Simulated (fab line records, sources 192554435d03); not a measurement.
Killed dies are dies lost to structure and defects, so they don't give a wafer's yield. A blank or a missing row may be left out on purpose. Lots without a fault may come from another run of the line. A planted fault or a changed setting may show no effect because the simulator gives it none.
fab line records | flow n5_finfet
record lots=11 wafers=33 last_day=18
route steps=1938 shown BEOL_M9@1455 BEOL_M10@1471 PASSIVATION@1936
lots that met no fault: from a run of the same line without faults
start_h: hours from the record's first day to the start of the lot's first wafer shown | wait_h: hours since the lot's step before | " the same as in the row above | L1.1+2: a row that stands for several wafers | - no value, or no start given | * or withheld: withheld | < > ~ a bound
route shown NAME@n: a module of which the file shows steps, and the number in the route of the first | usual: mean/standard deviation of fault-free wafers | same: alike in all rows | chamber/n: place in a boat | sites: the reading at each site | _std_site: their standard deviation | _edge_site: outer sites' mean less inner sites' | radius_mm: how far each site lies from the wafer's centre | mask NAME#n: copy n | behind: the tool/chamber that last shaped the wafer | hold: why the lot was held/for how many hours/how that ended | device: the transistor (n, p or np) that didn't switch | end of line: the same wafers' tests at the end of the route | a step without rows: its recipe alone | killed: dies lost to structure and defects at the first sort, not the wafer's yield | map: a wafer's dies, x killed, . not, _ none there
set.NAME: the setting as run; set.NAME@STEP: as run at that earlier step | model.NAME: the simulator's own value behind a step, which no gauge read
steps of the route over a sample of lots; a table a step, a row a wafer
services: from which hour (start_h, from the record's first day; less than 0 if before it) a tool's chamber was out of use, for how many hours, and why
## steps
# step N5_BEOL_M9_CURE_72
# recipe temp_c=370 time_s=120 ambient=DMADMS/He material=SiCOH_lowk
# usual lamp_power_pct=52.31/0.057 wafer_temp_C_max=372.0/0.66
# columns lot.wafer tool chamber start_h wait_h lamp_power_pct wafer_temp_C_max
L832.1 uv_cure-03 0 218.94 0.1 52.32 372.7
L832.3 " 0 " " 52.30 372.3
L832.5 " 0 " " 52.28 373.2
L833.2 uv_cure-01 0 231.31 0.4 52.39 371.9
L833.3 " 0 " " 52.28 371.8
L833.5 " 0 " " 52.33 373.0
L834.3 uv_cure-03 2 238.37 0.1 52.31 372.5
L834.5 " 2 " " 52.26 372.6
L834.6 " 2 " " 52.39 373.4
L836.2 uv_cure-03 0 263.21 0.4 52.23 372.5
L836.3 " 0 " " 52.27 371.8
L836.6 " 0 " " 52.29 372.5
L839.2 uv_cure-03 0 277.88 0.1 52.35 372.5
L839.3 " 0 " " 52.33 371.8
L839.5 " 0 " " 52.34 372.3
L841.1 uv_cure-01 1 286.61 0.2 52.33 370.9
L841.2 " 1 " " 52.23 371.5
L841.4 " 1 " " 52.31 371.6
L843.1 uv_cure-03 2 294.33 0.0 52.29 372.4
L843.4 " 2 " " 52.26 372.0
L843.6 " 2 " " 52.32 371.7
L844.1 uv_cure-02 1 306.27 0.0 52.30 370.9
L844.4 " 1 " " 52.36 371.4
L844.5 " 1 " " 52.26 371.9
L846.4 uv_cure-01 0 306.72 0.3 52.25 371.7
L846.5 " 0 " " 52.34 371.8
L846.6 " 0 " " 52.35 371.9
L851.1 uv_cure-01 2 329.95 0.0 52.35 371.9
L851.5 " 2 " " 52.26 372.5
L851.6 " 2 " " 52.28 372.0
L854.1 uv_cure-01 1 366.27 0.2 52.28 371.5
L854.3 " 1 " " 52.31 371.3
L854.5 " 1 " " 52.32 371.1
# step N5_BEOL_M9_SPUTTER_48
# recipe material=Cu target_thk_a=120 temp_c=-20 bias_v=60 power_w=26000 chamber_pressure_pa=0.13 time_s=2
# usual cathode_dc_power_W=26000/4.3 throttle_valve_pct=29.9/1.2
# columns lot.wafer tool chamber start_h wait_h cathode_dc_power_W throttle_valve_pct
L832.1 pvd_sputter-03 - 220.17 0.3 26002 30.7
L832.3 " - " " 25999 30.7
L832.5 " - " " 26001 28.0
L833.2 pvd_sputter-01 - 232.27 0.1 26006 28.0
L833.3 " - " " 25996 31.4
L833.5 " - " " 25997 31.3
L834.3 pvd_sputter-02 - 239.94 0.2 26003 31.2
L834.5 " - " " 25996 31.5
L834.6 " - " " 26004 31.0
L836.2 pvd_sputter-02 - 266.24 0.1 26010 29.4
L836.3 " - " " 25993 28.5
L836.6 " - " " 26000 31.1
L839.2 pvd_sputter-02 - 279.44 0.2 26005 31.2
L839.3 " - " " 26000 30.9
L839.5 " - " " 26001 31.2
L841.1 pvd_sputter-02 - 287.59 0.1 26006 31.2
L841.2 " - " " 26005 31.2
L841.4 " - " " 25999 28.4
L843.1 pvd_sputter-02 - 296.86 0.1 26006 28.4
L843.4 " - " " 21971 29.6
L843.6 " - " " 21983 29.6
L844.1 pvd_sputter-03 - 307.39 0.1 26010 30.9
L844.4 " - " " 26005 28.2
L844.5 " - " " 25995 30.8
L846.4 pvd_sputter-02 - 307.56 0.0 25997 28.4
L846.5 " - " " 25996 28.2
L846.6 " - " " 21986 29.8
L851.1 pvd_sputter-01 - 331.76 0.4 26002 30.3
L851.5 " - " " 25999 27.8
L851.6 " - " " 26004 29.9
L854.1 pvd_sputter-03 - 367.89 0.1 25995 30.9
L854.3 " - " " 26000 28.3
L854.5 " - " " 26006 30.8
# step N5_BEOL_M9_CMP_52
# recipe stop_on=SiCOH_lowk t_overpolish_s=7 down_force_psi=1 platen_rpm=50 clearing_platen_down_force_psi=1.5 clearing_platen_rpm=50 post_cmp_clean=cu_alkaline target_thk_nm=140 clearing_platen_pad_velocity_m_s=0.99484 pad_velocity_m_s=0.99484
# usual clearing_platen_rpm=49.998/0.025 head_pressure_psi=1.0006/0.0022 motor_current_A=6.0/0.49 platen_rpm=50.00/0.035
# columns lot.wafer tool chamber start_h wait_h clearing_platen_rpm head_pressure_psi motor_current_A platen_rpm
L832.3 cmp-02 2 224.02 0.2 50.030 0.9992 5.5 50.00
L832.1 " 3 " " 49.985 1.0014 5.7 50.02
L832.5 " 2 " " 50.030 1.0021 5.7 50.03
L833.2 cmp-01 0 236.05 0.2 49.987 1.0012 5.4 50.00
L833.3 " 2 " " 50.007 1.0026 6.1 50.03
L833.5 " 0 " " 49.982 1.0019 5.7 49.99
L834.3 cmp-03 2 243.10 0.3 49.988 0.9977 6.2 50.01
L834.6 " 3 " " 49.979 1.0002 7.5 49.95
L834.5 " 0 " " 50.020 1.0022 5.8 49.95
L836.3 cmp-01 0 266.84 0.2 50.002 1.0005 5.8 50.01
L836.2 " 3 " " 50.006 1.0020 6.2 49.96
L836.6 " 0 " " 49.976 1.0021 5.5 50.01
L839.3 cmp-02 1 280.00 0.2 49.988 1.0012 5.8 49.98
L839.2 " 3 " " 49.983 0.9969 5.6 50.01
L839.5 " 1 " " 49.973 1.0007 6.0 49.99
L841.1 cmp-01 1 288.35 0.3 49.998 0.9993 5.7 50.02
L841.4 " 2 " " 50.011 0.9987 6.4 49.97
L841.2 " 0 " " 49.996 1.0013 5.5 50.00
L843.1 cmp-02 2 297.46 0.3 50.001 0.9999 5.6 50.01
L843.4 " 3 " " 49.959 1.0039 5.8 49.91
L843.6 " 0 " " 49.961 1.0000 6.4 49.95
L844.4 cmp-02 1 307.96 0.2 50.008 0.9998 5.8 49.95
L844.1 " 2 " " 49.958 1.0031 5.9 50.01
L844.5 " 1 " " 49.989 1.0020 6.0 49.98
L846.4 cmp-02 3 308.58 0.2 50.005 1.0010 5.5 50.06
L846.6 " 3 " " 49.975 1.0014 5.3 49.92
L846.5 " 0 " " 49.960 1.0010 6.4 50.00
L851.1 cmp-01 0 332.29 0.3 49.941 1.0012 5.6 49.97
L851.5 " 0 " " 50.035 0.9973 5.5 50.02
L851.6 " 1 " " 50.024 1.0006 5.6 49.97
L854.1 cmp-01 0 369.32 0.3 49.988 1.0023 5.6 50.02
L854.3 " 1 " " 49.973 0.9990 5.6 49.98
L854.5 " 3 " " 49.974 1.0008 6.1 50.00
# step N5_BEOL_M10_CURE_71
# recipe temp_c=385 time_s=240 ambient=He/Ar material=SiCOH_lowk
# usual lamp_power_pct=52.32/0.059 wafer_temp_C_max=387.4/0.76
# columns lot.wafer tool chamber start_h wait_h lamp_power_pct wafer_temp_C_max
L832.1 uv_cure-01 2 225.17 0.6 52.30 386.9
L832.3 " 2 " " 52.26 387.7
L832.5 " 2 " " 52.22 387.0
L833.2 uv_cure-01 0 236.73 0.2 52.23 387.4
L833.3 " 0 " " 52.25 387.7
L833.5 " 0 " " 52.26 387.2
L834.3 uv_cure-01 1 243.72 0.2 52.36 385.9
L834.5 " 1 " " 52.29 386.4
L834.6 " 1 " " 52.29 386.1
L836.2 uv_cure-03 1 267.49 0.1 52.20 387.6
L836.3 " 1 " " 52.40 387.5
L836.6 " 1 " " 52.35 387.1
L839.2 uv_cure-01 2 280.62 0.1 52.35 387.2
L839.3 " 2 " " 52.19 388.0
L839.5 " 2 " " 52.27 387.7
L841.1 uv_cure-02 0 288.92 0.0 52.29 386.2
L841.2 " 0 " " 52.38 387.1
L841.4 " 0 " " 52.41 386.8
L843.1 uv_cure-02 2 297.96 0.0 52.35 388.1
L843.4 " 2 " " 52.34 388.9
L843.6 " 2 " " 52.31 387.7
L844.1 uv_cure-03 1 308.49 0.0 52.26 387.1
L844.4 " 1 " " 52.30 386.8
L844.5 " 1 " " 52.36 386.8
L846.4 uv_cure-01 0 309.39 0.3 52.23 387.5
L846.5 " 0 " " 52.35 387.0
L846.6 " 0 " " 52.41 387.6
L851.1 uv_cure-02 2 332.89 0.1 52.32 388.6
L851.5 " 2 " " 52.29 388.1
L851.6 " 2 " " 52.33 389.0
L854.1 uv_cure-01 0 369.81 0.0 52.33 388.3
L854.3 " 0 " " 52.36 387.5
L854.5 " 0 " " 52.23 387.1
# step N5_PASSIVATION_PROBE_49
# usual defect_limited_yield=91.3/1.3 killed_at_M0_to_M3=35/9.3 killed_at_M4_up=14/5.2 killed_at_contacts=12/5.9 killed_at_front_end=38/11 killed_at_other=4/3.7 killed_dies=103/15 killed_open=67/12 killed_short=34/8 sort_bin_5_function=5.1/0.88 sort_bin_6_memory=3.3/0.65 sort_n_pass=1077/15 sort_yield_pct=91.3/1.3
# same gross_dies=1180 killed_at_back_side=0 sort_bin_4_leakage[%]=0 sort_bin_8_speed[%]=0
# columns lot.wafer tool chamber start_h wait_h defect_limited_yield[%] killed_at_M0_to_M3 killed_at_M4_up killed_at_contacts killed_at_front_end killed_at_other killed_dies killed_open killed_short sort_bin_5_function[%] sort_bin_6_memory[%] sort_n_pass sort_yield_pct[%]
L843.4 prober-01 - 356.11 0.2 92.3 37 14 1 32 7 91 51 39 4.5 2.9 1089 92.3
L844.5 prober-01 - 380.80 0.2 90.4 50 12 7 42 2 113 62 51 5.3 3.7 1067 90.4
# killed by level:class
L843.4 BEOL_M0_SAQP:geometric_particle:short=14 BEOL_M0_SAQP:geometric_particle:open=11 GATE_CUT:geometric_particle:short=7 BEOL_M4:geometric_particle:open=6 BEOL_M3:geometric_particle:open=5 DUMMY_GATE:geometric_particle:short=4 BEOL_M2:geometric_particle:open=4 FIN_SAQP:geometric_particle:open=3
L844.5 BEOL_M0_SAQP:geometric_particle:short=18 BEOL_M2:geometric_particle:open=12 BEOL_M0_SAQP:geometric_particle:open=10 FIN_SAQP:geometric_particle:short=8 FIN_SAQP:geometric_particle:open=8 GATE_CUT:geometric_particle:short=6 MOL_CONTACT_COAG:geometric_particle:open=6 BEOL_M3:geometric_particle:open=5
## services
# columns tool chamber start_h hours kind
cmp-03 - 198.46 2.4 repair
cmp-01 - 207.65 1.6 repair
cmp-02 - 210.90 4.0 pm
uv_cure-02 - 213.58 11.4 repair
cmp-02 - 214.90 - consumable_replace:conditioner
cmp-02 - 214.90 - consumable_replace:pad
uv_cure-03 - 219.99 14.6 pm
cmp-02 - 233.10 0.6 repair
uv_cure-01 - 238.22 2.1 pm
pvd_sputter-03 - 254.06 7.5 repair
uv_cure-01 - 262.91 1.0 pm
cmp-03 - 266.47 0.5 repair
cmp-01 - 276.31 4.0 pm
cmp-01 - 280.31 - consumable_replace:conditioner
cmp-01 - 280.31 - consumable_replace:pad
uv_cure-02 - 282.70 0.8 repair
uv_cure-02 - 290.68 1.0 pm
cmp-03 - 305.50 4.0 pm
cmp-03 - 309.50 - consumable_replace:conditioner
cmp-02 - 311.34 5.7 pm
uv_cure-03 - 338.82 4.3 pm
uv_cure-01 - 343.16 1.2 repair
pvd_sputter-01 - 351.60 5.5 repair
cmp-02 - 361.67 3.1 repair
## key
first_sign step=N5_BEOL_M9_SPUTTER_48 reading=cathode_dc_power_W direction=down sigmas=99+ usual=* struck=*
effect none on later readings
met_at N5_BEOL_M9_SPUTTER_48
struck_lots L843,L846
struck_wafers L843.4,L843.6,L846.6
not_acting_at N5_BEOL_M9_CURE_72,N5_BEOL_M9_CMP_52,N5_BEOL_M10_CURE_71
onset_between 266.24 296.86
fault kind=process_parameter_drift tool=pvd_sputter-02 chamber=- onset_h=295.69 steps=N5_BEOL_M9_SPUTTER_48 channel=power_w offset=* shape=step end_h=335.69 acts_in=* stated=* scope=struck_wafers_only
